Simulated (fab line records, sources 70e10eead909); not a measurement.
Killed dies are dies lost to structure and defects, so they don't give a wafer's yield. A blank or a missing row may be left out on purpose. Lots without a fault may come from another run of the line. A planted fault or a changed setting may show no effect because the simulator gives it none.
Chamber matching | flow nand_harc | NHARC_A_STAIRCASE_CMP_152 on cmp-03: 4 sister chambers
The step polishes. 4 wafers are shown with their chamber, then 7 later ones without.

WAFERS WITH THEIR CHAMBER
wafer  | chamber | motor_current_A (A)
L083.6 | 2       | 10.2
L087.6 | 0       | 12.8
L090.1 | 3       | 11.5
L090.3 | 1       | 11.0

WAFERS WITHOUT THEIR CHAMBER
wafer  | motor_current_A (A)
L090.6 | 9.9
L092.1 | 10.2
L092.3 | 11.1
L092.4 | 12.7
L094.3 | 10.7
L094.4 | 12.7
L094.6 | 11.2

WHICH CHAMBER EACH WENT THROUGH
wafer  | from the rows above     | in truth
L090.6 | 2                       | 2
L092.1 | 2                       | 2
L092.3 | can't be placed: 1 or 3 | 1
L092.4 | 0                       | 0
L094.3 | can't be placed: 1 or 2 | 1
L094.4 | 0                       | 0
L094.6 | can't be placed: 1 or 3 | 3
Placed correctly: 4 of 7. Can't be placed from these rows: 3 (the true chamber is among the candidates in 3). Placed wrongly: 0.
How it was worked out, from the rows above alone: a wafer's distance from a chamber is the root of the sum, over the readings, of the square of ((its reading less the chamber's mean) divided by the reading's scatter). The wafer belongs to the nearest chamber; if the next one is less than 2 further off, it can't be placed. A chamber's mean is the mean of its shown wafers. The scatter: with one shown wafer a chamber, the root of the mean of the squares of how far each hidden wafer lies from its nearest shown one.
